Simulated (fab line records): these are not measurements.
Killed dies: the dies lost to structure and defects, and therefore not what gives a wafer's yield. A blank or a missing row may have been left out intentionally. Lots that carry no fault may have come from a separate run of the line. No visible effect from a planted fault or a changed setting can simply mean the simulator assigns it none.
Chamber matching -- flow n5_finfet -- 4 sister chambers for N5_BEOL_M14_ETCH_68 on rie_diel-04
The step etches SOC in N2/H2, time 450 s. 7 wafers are shown with their chamber, then 8 later ones without.

## WAFERS PAIRED WITH THEIR CHAMBERS
wafer,chamber,showerhead_plenum_p_Torr (Torr),throttle_valve_pct (%)
L080.6,0,2.52,18.3
L081.3,2,2.40,18.1
L081.4,0,2.52,18.3
L083.2,1,2.58,17.6
L083.4,1,2.58,17.6
L083.6,3,2.69,17.2
L092.1,3,2.68,17.3

## WAFERS WHOSE CHAMBER IS MISSING
wafer,showerhead_plenum_p_Torr (Torr),throttle_valve_pct (%)
L092.2,2.71,17.7
L092.6,2.57,17.6
L091.1,2.51,18.3
L091.2,2.71,17.7
L091.6,2.68,17.3
L095.2,2.68,17.3
L095.5,2.68,17.3
L095.6,2.70,17.7

## CHAMBER TAKEN BY EACH
wafer,from the rows above,in truth
L092.2,3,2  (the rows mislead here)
L092.6,1,1
L091.1,0,0
L091.2,3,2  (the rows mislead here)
L091.6,3,3
L095.2,3,3
L095.5,3,3
L095.6,3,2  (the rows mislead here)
Placed correctly: 5 of 8. From these rows, 0 cannot be placed. Placed wrongly: 3.
How it was worked out, from the rows above alone: a wafer's distance from a chamber is the root of the sum, over the readings, of the square of ((its reading less the chamber's mean) divided by the reading's scatter). If the next closest chamber is less than 2 further off than the closest, the wafer can't be placed; otherwise it belongs to the closest. A chamber's mean is the mean of its shown wafers. The scatter: the root of (the sum of the squares of (reading less its chamber's mean) over the shown wafers, divided by (wafers less chambers)).
